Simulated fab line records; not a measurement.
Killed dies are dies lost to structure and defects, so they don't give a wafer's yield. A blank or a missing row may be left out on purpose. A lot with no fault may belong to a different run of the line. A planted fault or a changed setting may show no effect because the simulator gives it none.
fab line records	flow n5_finfet
record lots=9	wafers=25	last_day=19
route steps=1938 shown FIN_SAQP@118 BEOL_M4@1111 PASSIVATION@1936
lots that met no fault: taken from a fault-free run of the same line
start_h: hours from the record's first day to the start of the lot's first wafer shown	wait_h: how many hours have passed since the lot's step before this one	" unchanged from the row above	L1.1+2: a single row standing in for several wafers	- no value, or no start given	* or withheld: withheld	< > ~ a bound
route shown NAME@n: NAME is a module with steps in the file, n the number in the route of the first one	usual: mean/standard deviation of fault-free wafers	same: alike in all rows	chamber/n: place in a boat	sites: the reading at each site	_std_site: how widely they spread, as a standard deviation	_edge_site: mean of outer sites minus mean of inner sites	radius_mm: for every site, how far away it sits from the centre of the wafer	mask NAME#n: copy n	behind: tool/chamber where the wafer was last shaped	hold: the reason the lot was held/the length of the hold in hours/how it ended	device: whichever transistor did not switch (one of n, p or np)	end of line: tests of these same wafers at the route's end	a step with no rows: only its recipe	killed: count of dies lost to structure and defects at first sort (not the wafer's yield)	map: shows each die of a wafer: x if killed, . if not, _ if none is there
set.NAME: the setting the step ran with; set.NAME@STEP: the setting that earlier step ran with	model.NAME: the simulator's own value behind a step, which no gauge read
one table for each step of the route and one row for each wafer, over a sample of lots
services: a tool's chamber out of use, with start hour (start_h, from the record's first day; less than 0 if before it), hours out, and reason
## steps
# step N5_FIN_SAQP_HM_OPEN_73
# recipe chemistry=CHF3/O2	target=SiO2	stop_on=a-Si	target_depth_a=120	over_etch_frac=1.8	mask_material=SOC	time_s=16.8	pressure_mtorr=30	source_w=650	bias_w=170	Ar_flow_sccm=200	CHF3_flow_sccm=50	O2_flow_sccm=5	ion_energy_ev=200	ends=end_point
# usual drypump_motor_current_A=5.6/0.49	oes_f_703_au=0.78/0.07	oes_o_777_au=0.78/0.068	oes_product_au=0.47/0.042	rf_vpp_V=531/13	showerhead_plenum_p_Torr=2.42/0.085	throttle_valve_pct=18.84/0.25
lot.wafer	tool	chamber	start_h	wait_h	drypump_motor_current_A	oes_f_703_au	oes_o_777_au	oes_product_au	rf_hours_counter_h	rf_vpp_V	showerhead_plenum_p_Torr	throttle_valve_pct
L715.2	rie_diel-05	2	34.61	0.0	5.2	0.71	0.70	0.42	238	513	2.27	18.71
L715.5	"	3	"	"	5.6	0.75	0.73	0.44	-	530	2.48	19.02
L715.6	"	0	"	"	6.4	0.78	0.77	0.47	-	518	2.34	18.77
L719.3	rie_diel-05	3	58.17	0.0	5.5	0.74	0.73	0.44	178	528	2.48	19.01
L719.4	"	0	"	"	6.5	0.77	0.77	0.47	121	517	2.33	18.77
L719.5	"	3	"	"	5.5	0.74	0.73	0.44	-	527	2.48	19.02
L720.2	rie_diel-05	2	64.49	0.0	5.2	0.70	0.69	0.41	247	513	2.27	18.74
L720.4	"	0	"	"	6.5	0.77	0.77	0.47	123	518	2.33	18.77
L720.5	"	2	"	"	5.2	0.70	0.69	0.41	-	512	2.27	18.73
L724.3	rie_diel-04	2	87.58	0.0	5.8	0.85	0.85	0.51	58	537	2.46	18.89
L724.4	"	0	"	"	4.8	0.84	0.84	0.51	44	549	2.45	18.55
L724.5	"	3	"	"	5.8	0.83	0.81	0.48	-	524	2.33	18.98
L725.3	rie_diel-04	1	93.52	0.0	6.0	0.76	0.75	0.46	147	546	2.50	18.53
L725.4	"	0	"	"	4.8	0.84	0.85	0.52	46	549	2.45	18.56
L725.6	"	1	"	"	6.0	0.75	0.75	0.46	-	545	2.50	18.52
L731.4	rie_diel-05	1	130.54	0.0	5.1	0.70	0.71	0.42	234	544	2.49	19.27
L731.5	"	3	"	"	5.6	0.72	0.71	0.42	-	526	2.46	19.07
L731.6	"	0	"	"	6.4	0.75	0.74	0.45	-	517	2.32	18.79
L732.1	rie_diel-05	2	137.22	0.0	5.2	1.00	0.98	0.57	4	521	2.55	18.34
L732.5	"	3	"	"	5.6	0.71	0.71	0.43	-	528	2.46	19.06
L732.6	"	0	"	"	6.5	0.74	0.74	0.46	-	517	2.32	18.83
L735.1	rie_diel-05	3	154.85	0.0	5.5	0.71	0.70	0.42	216	527	2.46	19.09
L735.3	"	1	"	"	5.2	0.69	0.70	0.42	242	545	2.49	19.26
L736.2	rie_diel-06	1	161.98	0.0	5.8	0.76	0.77	0.46	136	542	2.33	18.87
L736.3	"	3	"	"	6.0	0.81	0.81	0.48	115	516	2.52	18.92
# step N5_FIN_SAQP_RECESS_63
# recipe chemistry=HF/NH3	target=SiO2	target_depth_a=180	afs_cycles=3	temp_c=30	sublimation_temp_c=180	sublimation_time_s=60
# usual afs_cycles=3/0	drypump_motor_current_A=5.04/0.26
lot.wafer	tool	chamber	start_h	wait_h	afs_cycles	drypump_motor_current_A
L715.2	vapor_etch-01	0	37.38	0.1	3	5.09
L715.5	"	0	"	"	3	5.09
L715.6	"	1	"	"	3	4.81
L719.3	vapor_etch-02	0	60.43	0.2	3	4.83
L719.4	"	1	"	"	3	5.48
L719.5	"	0	"	"	3	4.84
L720.2	vapor_etch-01	1	66.61	0.1	3	4.81
L720.4	"	0	"	"	3	5.08
L720.5	"	1	"	"	3	4.82
L724.3	vapor_etch-01	0	90.45	0.2	3	5.08
L724.4	"	1	"	"	3	4.81
L724.5	"	1	"	"	3	4.82
L725.3	vapor_etch-01	1	96.53	0.2	3	4.80
L725.4	"	0	"	"	3	5.10
L725.6	"	1	"	"	3	4.80
L731.4	vapor_etch-02	1	133.31	0.2	-	-
L731.5	"	0	"	"	-	-
L731.6	"	1	"	"	-	-
L732.1	vapor_etch-01	0	139.62	0.1	-	-
L732.5	"	0	"	"	-	-
L732.6	"	1	"	"	-	-
L735.1	vapor_etch-02	1	156.94	0.1	3	5.44
L735.3	"	1	"	"	3	5.46
L736.2	vapor_etch-01	1	165.13	0.1	3	4.80
L736.3	"	0	"	"	3	5.08
# step N5_FIN_SAQP_ETCH_69
# recipe chemistry=N2/H2	target=SOC	target_depth_a=1500	stop_on=SiNx	ion_energy_ev=100	bias_w=61	pressure_mtorr=30	source_w=850	n2_flow_sccm=200	h2_flow_sccm=200
# usual drypump_motor_current_A=5.6/0.48	oes_product_au=0.78/0.07	rf_vpp_V=240.9/1.4	showerhead_plenum_p_Torr=2.55/0.093	throttle_valve_pct=17.78/0.19
lot.wafer	tool	chamber	start_h	wait_h	drypump_motor_current_A	oes_product_au	rf_hours_counter_h	rf_vpp_V	showerhead_plenum_p_Torr	throttle_valve_pct
L715.2	rie_diel-05	1	37.86	-	5.2	0.72	197	241.3	2.62	17.96
L715.5	"	1	"	"	5.2	0.72	-	242.2	2.62	17.97
L715.6	"	2	"	"	5.2	0.68	-	240.6	2.38	17.55
L719.3	rie_diel-05	2	60.76	-	5.2	0.68	246	237.3	2.38	17.57
L719.4	"	3	"	"	5.6	0.72	178	242.6	2.62	17.91
L719.5	"	3	"	"	5.5	0.72	-	243.0	2.62	17.90
L720.2	rie_diel-04	3	67.06	-	5.8	0.80	112	240.0	2.44	17.78
L720.4	"	1	"	"	6.0	0.76	140	242.0	2.65	17.55
L720.5	"	3	"	"	5.8	0.80	-	239.5	2.44	17.77
L724.3	rie_diel-04	3	90.78	-	5.8	0.79	123	240.3	2.44	17.79
L724.4	"	1	"	"	5.9	0.75	146	241.4	2.64	17.55
L724.5	"	2	"	"	5.8	0.83	-	240.3	2.60	17.99
L725.3	rie_diel-04	0	96.97	-	4.8	0.85	47	239.9	2.57	17.56
L725.4	"	1	"	"	5.9	0.75	148	242.2	2.64	17.57
L725.6	"	0	"	"	4.8	0.85	-	241.9	2.57	17.56
L731.4	rie_diel-05	3	133.64	-	5.6	0.70	209	243.3	2.60	17.98
L731.5	"	3	"	"	5.6	0.69	-	243.0	2.60	17.99
L731.6	"	0	"	"	6.4	0.74	-	239.4	2.44	17.74
L732.1	rie_diel-04	1	140.07	-	5.9	0.74	160	240.6	2.64	17.59
L732.5	"	0	"	"	4.8	0.84	-	240.6	2.57	17.58
L732.6	"	3	"	"	5.8	0.78	-	239.2	2.43	17.83
L735.1	rie_diel-04	0	157.39	-	4.8	0.82	68	242.7	2.56	17.60
L735.3	"	1	"	"	5.9	0.74	166	242.5	2.63	17.60
L736.2	rie_diel-05	2	165.58	-	5.2	0.93	12	243.5	2.69	17.17
L736.3	"	0	"	"	6.4	0.74	158	239.8	2.44	17.73
# step N5_FIN_SAQP_STRIP_70
# recipe chemistry=N2/H2	power_w=500	temp_c=40	pressure_mtorr=50	rf_frequency_hz=6e+07	overash_fraction=0.3	bias_power_w=28	h2_frac=0.5	n2_flow_sccm=300	h2_flow_sccm=300
# usual drypump_motor_current_A=5.6/0.48	oes_product_au=0.79/0.073	rf_vpp_V=121.9/0.99	showerhead_plenum_p_Torr=3.37/0.12	throttle_valve_pct=18.80/0.28
lot.wafer	tool	chamber	start_h	wait_h	drypump_motor_current_A	oes_product_au	rf_hours_counter_h	rf_vpp_V	showerhead_plenum_p_Torr	throttle_valve_pct
L715.2	rie_diel-05	1	37.96	0.0	5.2	0.74	197	123.2	3.46	18.72
L715.5	"	1	"	"	5.2	0.74	-	123.1	3.46	18.72
L715.6	"	2	"	"	5.2	0.70	-	120.6	3.16	18.31
L719.3	rie_diel-05	2	60.86	0.0	5.2	0.68	246	121.0	3.15	18.31
L719.4	"	3	"	"	5.5	0.72	178	123.3	3.45	18.77
L719.5	"	3	"	"	5.6	0.72	-	122.2	3.45	18.76
L720.2	rie_diel-04	3	67.16	0.0	5.8	0.81	112	121.0	3.23	18.61
L720.4	"	1	"	"	5.9	0.76	140	122.8	3.49	18.78
L720.5	"	3	"	"	5.8	0.81	-	121.0	3.23	18.61
L724.3	rie_diel-04	3	90.88	0.0	5.8	0.80	123	121.0	3.22	18.66
L724.4	"	1	"	"	5.9	0.74	146	121.9	3.49	18.80
L724.5	"	2	"	"	5.8	0.84	-	122.0	3.43	19.28
L725.3	rie_diel-04	0	97.07	0.0	4.7	0.88	47	122.6	3.40	18.96
L725.4	"	1	"	"	5.9	0.75	148	123.2	3.49	18.80
L725.6	"	0	"	"	4.8	0.87	-	121.3	3.40	18.95
L731.4	rie_diel-05	3	133.74	0.0	5.6	0.69	209	123.1	3.44	18.82
L731.5	"	3	"	"	5.6	0.69	-	122.8	3.44	18.81
L731.6	"	0	"	"	6.5	0.76	-	120.2	3.23	18.58
L732.1	rie_diel-04	1	140.17	0.0	6.0	0.74	160	122.9	3.48	18.80
L732.5	"	0	"	"	4.8	0.86	-	123.6	3.39	18.97
L732.6	"	3	"	"	5.8	0.78	-	120.0	3.21	18.67
L735.1	rie_diel-04	0	157.49	0.0	4.8	0.83	68	121.5	3.39	18.99
L735.3	"	1	"	"	6.0	0.73	166	121.7	3.48	18.84
L736.2	rie_diel-05	2	165.68	0.0	5.2	0.95	12	122.8	3.55	17.93
L736.3	"	0	"	"	6.4	0.76	158	121.8	3.23	18.60
# step N5_BEOL_M4_RC_MEAS_101
# usual DIBL_N=37.2/2.1	DIBL_P=37.3/2.3	IOFF_N=0.18/0.041	IOFF_P=0.24/0.042	ION_N=680/13	ION_P=466/7.7	SS_N=71.8/0.68	SS_P=73.5/0.66	VT_N=249/3.6	VT_P=-248/3.4
lot.wafer	tool	chamber	start_h	wait_h	DIBL_N[mV/V]	DIBL_P[mV/V]	IOFF_N[nA/um]	IOFF_P[nA/um]	ION_N[uA/um]	ION_P[uA/um]	SS_N[mV/dec]	SS_P[mV/dec]	VT_N[mV]	VT_P[mV]
L715.2	prober-01	0	182.10	0.2	38.8	39.0	0.22	0.26	688	462	72.4	73.5	248	-249
L715.5	"	0	"	"	37.1	37.3	0.19	0.22	686	463	72.2	73.2	247	-251
L715.6	"	0	"	"	38.4	38.6	0.21	0.25	702	467	72.2	73.4	245	-248
L719.3	prober-02	0	210.05	0.3	34.4	33.7	0.13	0.19	676	468	71.2	73.0	254	-252
L719.4	"	0	"	"	35.4	35.4	0.14	0.21	668	460	71.7	72.4	252	-248
L719.5	"	0	"	"	35.9	35.8	0.15	0.22	673	464	71.1	73.9	248	-246
L720.2	prober-01	0	210.66	0.2	35.8	37.3	0.16	0.21	681	466	70.9	72.9	252	-251
L720.4	"	0	"	"	37.4	38.3	0.17	0.22	670	460	71.6	73.8	250	-252
L720.5	"	0	"	"	35.7	36.9	0.15	0.19	680	468	71.0	73.2	251	-253
L724.3	prober-01	0	229.52	0.5	42.0	39.8	0.26	0.28	686	462	72.7	74.2	242	-247
L724.4	"	0	"	"	39.3	37.0	0.19	0.23	676	457	72.1	74.4	249	-248
L724.5	"	0	"	"	40.1	38.6	0.23	0.26	709	480	72.5	74.3	243	-243
L725.3	prober-01	0	262.26	0.5	42.6	43.0	0.30	0.35	715	480	72.6	74.8	241	-246
L725.4	"	0	"	"	39.3	38.8	0.20	0.26	678	464	72.6	73.9	249	-251
L725.6	"	0	"	"	40.7	41.2	0.24	0.31	700	470	72.9	74.8	244	-248
L735.1	prober-01	0	332.36	0.0	33.0	34.6	0.12	0.19	675	472	70.5	72.3	250	-252
L735.3	"	0	"	"	34.9	36.7	0.14	0.23	666	466	71.6	72.7	252	-248
L736.2	prober-02	0	336.04	0.2	37.5	36.9	0.18	0.25	675	466	72.0	73.6	251	-249
L736.3	"	0	"	"	38.1	37.8	0.20	0.27	677	463	72.2	74.2	248	-245
# step N5_PASSIVATION_PROBE_49
# usual defect_limited_yield=91.0/1.6	killed_at_M0_to_M3=35/11	killed_at_M4_up=14/5.3	killed_at_contacts=13/6.7	killed_at_front_end=41/12	killed_at_other=3.9/2.7	killed_dies=106/19	killed_on_rim=14/4	killed_open=70/14	killed_short=35/8.8	sort_bin_4_leakage=0.01/0.058	sort_bin_5_function=5.3/1	sort_bin_6_memory=3.3/0.81	sort_n_pass=1073/19	sort_yield_pct=91.0/1.6
# same gross_dies=1180	killed_at_back_side=0	sort_bin_8_speed[%]=0
lot.wafer	tool	chamber	start_h	wait_h	defect_limited_yield[%]	killed_at_M0_to_M3	killed_at_M4_up	killed_at_contacts	killed_at_front_end	killed_at_other	killed_dies	killed_on_rim	killed_open	killed_short	sort_bin_4_leakage[%]	sort_bin_5_function[%]	sort_bin_6_memory[%]	sort_n_pass	sort_yield_pct[%]
L724.3	prober-01	-	343.85	0.1	92.6	34	9	9	30	5	87	13	58	20	0	4.6	2.2	1093	92.6
L724.4	prober-01	-	343.90	0.2	91.4	41	17	8	28	8	102	7	68	33	0	5.5	2.9	1078	91.4
L724.5	prober-01	-	343.95	0.2	90.4	37	13	15	39	9	113	13	72	37	0	6.4	3.0	1067	90.4
L732.1	prober-01	-	422.78	0.0	0	53	4	3	1117	3	1180	152	77	28	0	96.2	3.1	0	0
L732.5	prober-01	-	422.98	0.2	0	40	11	5	1122	2	1180	152	77	33	0	96.0	3.6	0	0
L732.6	prober-01	-	423.03	0.3	0	55	11	4	1105	5	1180	152	73	29	0	96.7	3.0	0	0
L731.4	prober-02	-	423.56	0.2	0	28	10	6	1136	0	1180	152	77	27	0	96.9	3.1	0	0
L731.5	prober-02	-	423.61	0.2	0	31	16	14	1116	3	1180	152	98	46	0	94.4	5.3	0	0
L731.6	prober-02	-	423.66	0.3	0	42	10	15	1112	1	1180	152	75	32	0	95.8	3.5	0	0
# killed by level:class
L724.3 STI_FIN_REVEAL:geometric_particle:open=9 BEOL_M0_SAQP:geometric_particle:open=9 MOL_CONTACT_COAG:geometric_particle:open=7 BEOL_M1:geometric_particle:open=7 BEOL_M2:geometric_particle:open=5 BEOL_M3:geometric_particle:open=5 HKMG_FIN:area_etch=5 BEOL_M0_SAQP:geometric_particle:short=4
L724.4 BEOL_M3:geometric_particle:open=13 BEOL_M4:geometric_particle:open=10 BEOL_M1:geometric_particle:open=8 DUMMY_GATE:geometric_particle:open=6 MOL_CONTACT_COAG:geometric_particle:open=6 BEOL_M2:geometric_particle:open=6 BEOL_M2:geometric_particle:short=5 BEOL_M3:geometric_particle:short=4
L724.5 MOL_CONTACT_COAG:geometric_particle:open=14 FIN_SAQP:geometric_particle:short=12 BEOL_M1:geometric_particle:open=10 BEOL_M2:geometric_particle:open=10 FIN_SAQP:geometric_particle:open=9 BEOL_M4:geometric_particle:open=6 BEOL_M3:geometric_particle:open=5 STARTING-WAFER:geometric_particle:short=5
L732.1 FIN_SAQP:area_recess=1074 STI_FIN_REVEAL:geometric_particle:open=16 BEOL_M3:geometric_particle:open=12 BEOL_M0_SAQP:geometric_particle:open=11 BEOL_M1:geometric_particle:open=8 BEOL_M2:geometric_particle:open=8 FIN_SAQP:geometric_particle:open=6 BEOL_M0_SAQP:geometric_particle:short=6
L732.5 FIN_SAQP:area_recess=1070 STI_FIN_REVEAL:geometric_particle:open=16 BEOL_M0_SAQP:geometric_particle:open=11 BEOL_M0_SAQP:geometric_particle:short=10 BEOL_M2:geometric_particle:open=9 GATE_CUT:geometric_particle:short=7 DUMMY_GATE:geometric_particle:short=5 DUMMY_GATE:geometric_particle:open=5
L732.6 FIN_SAQP:area_recess=1078 BEOL_M2:geometric_particle:open=18 STI_FIN_REVEAL:geometric_particle:open=10 BEOL_M1:geometric_particle:open=8 BEOL_M0_SAQP:geometric_particle:short=6 BEOL_M0_SAQP:geometric_particle:open=5 BEOL_M1:geometric_particle:short=5 DUMMY_GATE:geometric_particle:open=4
L731.4 FIN_SAQP:area_recess=1076 STI_FIN_REVEAL:geometric_particle:open=18 BEOL_M2:geometric_particle:open=10 FIN_SAQP:geometric_particle:open=9 GATE_CUT:geometric_particle:short=9 GATE_CUT:geometric_particle:open=7 MOL_CONTACT_COAG:geometric_particle:open=6 BEOL_M0_SAQP:geometric_particle:short=6
L731.5 FIN_SAQP:area_recess=1034 STI_FIN_REVEAL:geometric_particle:open=25 FIN_SAQP:geometric_particle:open=16 MOL_CONTACT_COAG:geometric_particle:open=14 FIN_SAQP:geometric_particle:short=12 STI_FIN_REVEAL:geometric_particle:short=8 BEOL_M2:geometric_particle:open=7 BEOL_M0_SAQP:geometric_particle:open=6
L731.6 FIN_SAQP:area_recess=1073 FIN_SAQP:geometric_particle:open=14 MOL_CONTACT_COAG:geometric_particle:open=12 BEOL_M0_SAQP:geometric_particle:short=12 BEOL_M0_SAQP:geometric_particle:open=11 STI_FIN_REVEAL:geometric_particle:open=9 FIN_SAQP:geometric_particle:short=8 BEOL_M2:geometric_particle:open=5
## services
tool	chamber	start_h	hours	kind
rie_diel-05	-	38.45	3.1	repair
rie_diel-04	1	47.31	3.7	repair
rie_diel-06	0	65.14	-	clean
rie_diel-06	0	65.14	-	consumable_replace:focus_ring
rie_diel-06	0	65.14	-	consumable_replace:showerhead
rie_diel-06	0	65.14	31.0	scheduled_down
rie_diel-06	0	65.14	31.0	vent_cycle
rie_diel-04	1	72.66	7.5	repair
rie_diel-05	2	89.97	4.8	repair
rie_diel-05	2	95.16	-	clean
rie_diel-05	2	95.16	-	consumable_replace:focus_ring
rie_diel-05	2	95.16	-	consumable_replace:showerhead
rie_diel-05	2	95.16	32.9	scheduled_down
rie_diel-05	2	95.16	32.9	vent_cycle
rie_diel-04	1	106.99	5.1	repair
rie_diel-05	0	147.50	7.9	repair
rie_diel-04	2	158.73	9.8	repair
## key
first_sign step=N5_FIN_SAQP_RECESS_63	reading=tool_record	direction=missing
effect step=N5_PASSIVATION_PROBE_49	reading=sort_bin_5_function	direction=up	sigmas=90	usual=5.3	struck=96.0
more_kills_born_at N5_FIN_SAQP_RECESS_63@vapor_etch-01=3222	N5_FIN_SAQP_RECESS_63@vapor_etch-02=3183
met_at N5_FIN_SAQP_RECESS_63
struck_lots L731,L732
later_rows_left_out L731.4,L731.5,L731.6,L732.1,L732.5,L732.6
not_acting_at N5_FIN_SAQP_HM_OPEN_73,N5_FIN_SAQP_ETCH_69,N5_FIN_SAQP_STRIP_70
onset_between 96.53 133.31
fault kind=skipped_step_whole	tool=vapor_etch-01,vapor_etch-02	chamber=-	onset_h=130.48	steps=N5_FIN_SAQP_RECESS_63	scope=struck_lots_only
# later_rows_left_out: the simulator's readings of these wafers behind a module that went badly wrong aren't trusted and aren't shown, but for the sort
